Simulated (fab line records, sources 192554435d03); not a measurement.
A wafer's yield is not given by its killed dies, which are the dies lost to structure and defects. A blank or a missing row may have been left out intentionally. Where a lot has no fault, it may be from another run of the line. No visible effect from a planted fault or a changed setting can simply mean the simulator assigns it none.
Comparing a struck lot with a sound one + flow n5Finfet + 18 steps out of a route of 1938
Sound: these wafers, L821.3, L821.5, L821.6. Struck: wafer L827.1 (left out: L827.2, L827.6 of the same lot, which were not struck); the cause appears at the end.
Per side, at each step with rows, come the tool, then ch with its chambers, and then its first start. Under that, the readings that differ: sound wafers + struck wafers + difference of the means + sigmas: that difference in standard deviations of wafers without a fault.
alike: readings with means less than 2 such deviations apart, plus words and numbers identical on both sides. not compared: withheld readings, readings lacking a value on some wafer, bounds such as >300 that could conceal the same value, and numbers that have no deviation in the record and whose values overlap.
Wherever a step has rows on one side only, a row that says differs or no value, or a row with sigmas, the two part there. Non-overlapping numbers with no deviation appear without sigmas and do not part them. A reading that every wafer of one side lacks parts them only if that side has two wafers or more.

first, 2 steps without rows for these wafers: N5_BEOL_M10_PRECLEAN_42 (cleans in residue remover, time 60 s); N5_BEOL_M10_SRD_43 (time 30 s).
N5_BEOL_M10_CD_MEAS_35 targets a cd of 70 nm.
  struck on cdSem-01, day 12 04:07; sound on cdSem-01, day 11 05:59
  alike: cdNm
then, 1 step without rows for these wafers: N5_BEOL_M10_CURE_72 (cures SiCOH lowk, time 120 s).
N5_BEOL_M10_DEGAS_44: time 60 s.
  struck on pvdSputter-03, day 12 06:56; sound on pvdSputter-02, day 11 06:27
  alike: heaterPowerW, susceptorTempC
N5_BEOL_M10_PRE_CLEAN_45: time 30 s.
  struck on pvdSputter-03, day 12 06:58; sound on pvdSputter-02, day 11 06:29
  alike: heaterPowerW, susceptorTempC
N5_BEOL_M10_ALD_74: deposits TaN, target thk 2 nm, pulse time 2 s, purge time 3 s.
  sound on aldMetal-01 ch 1,2, day 11 06:34; struck on aldMetal-01 ch 1, day 12 07:02
| reading            | sound                | struck | difference | sigmas |
|--------------------|----------------------|--------|------------|--------|
| susceptorTempC (C) | 274.96 275.34 275.37 | 274.86 | -0.36      | -2     |
  alike: chamberPressureTorr, heaterPowerW, precursorVesselCarrierSccm, precursorVesselPressureTorr
N5_BEOL_M10_SURFACE_TREAT_76:
  struck on pvdSputter-01, day 12 07:22; sound on pvdSputter-03, day 11 06:52
  not compared: throttleValvePct
then, 1 step without rows for these wafers: N5_BEOL_M10_CVD_75 (deposits Co from CCTBA/H2, target thk 2 nm, time 138.9 s).
N5_BEOL_M10_SPUTTER_48: material Cu, target thk 12 nm, time 2 s.
  struck on pvdSputter-01, day 12 07:35; sound on pvdSputter-01, day 11 07:14
  alike: substrateTempC, susceptorTempC, throttleValvePct
then, 2 steps without rows for these wafers: N5_BEOL_M10_ECD_50 (material Cu, target thk 318 nm); N5_BEOL_M10_ANNEAL_51 (time 90 s).
N5_BEOL_M10_CMP_52: polishes, stops on SiCOH lowk, t overpolish 7 s, target thk 140 nm.
  sound on cmp-03 ch 0,2,3, day 11 08:01; struck on cmp-01 ch 0, day 12 08:11
  alike: barrierFieldEndpointS, motorCurrentA, overpolishRunS, timeToEndpointS
then, 2 steps without rows for these wafers: N5_BEOL_M10_PRE_CLEAN_55 (time 15 s); N5_BEOL_M10_DEP_56 (deposits SiCN from 3MS/NH3, target thk 15 nm, time 26.5 s).
N5_BEOL_M10_INSPECT_58: inspects for defects (darkfield).
  struck on defectInspect-02, day 12 08:34; sound on defectInspect-02, day 11 08:24
| reading        | sound     | struck | difference | sigmas |
|----------------|-----------|--------|------------|--------|
| rawDefectCount | 116 60 36 | 370    | +299       | +12    |
then, 1 step without rows for these wafers: N5_BEOL_M11_ILD_DEP_00 (deposits SiCOH lowk from DEMS/porogen, target thk 308.51 nm, time 58 s).
N5_PASSIVATION_PROBE_49:
  struck on prober-01, day 14 05:29; sound on prober-02, day 13 07:05
| reading                 | sound          | struck | difference | sigmas |
|-------------------------|----------------|--------|------------|--------|
| defectLimitedYield (%)  | 92.0 91.0 91.0 | 69.8   | -21.5      | -14    |
| killed_at_M4_up         | 10 19 20       | 259    | +243       | +47    |
| killedDies              | 94 106 106     | 356    | +254       | +14    |
| killedOnRim             | 11 17 14       | 47     | +33        | +8     |
| sort_bin_5_function (%) | 4.6 5.0 5.3    | 19.3   | +14.3      | +14    |
| sort_bin_6_memory (%)   | 3.1 3.6 3.3    | 9.0    | +5.7       | +8     |
| sortNPass               | 1086 1074 1074 | 824    | -254       | -14    |
| sortYieldPct (%)        | 92.0 91.0 91.0 | 69.8   | -21.5      | -14    |
  alike: killed_at_M0_to_M3, killedAtContacts, killedAtFrontEnd, killedAtOther, killedOpen, killedShort

WHERE THEY PART
Earliest at N5_BEOL_M10_ALD_74; latest, in this record, at N5_PASSIVATION_PROBE_49.

WHY: what had been put in by the simulator
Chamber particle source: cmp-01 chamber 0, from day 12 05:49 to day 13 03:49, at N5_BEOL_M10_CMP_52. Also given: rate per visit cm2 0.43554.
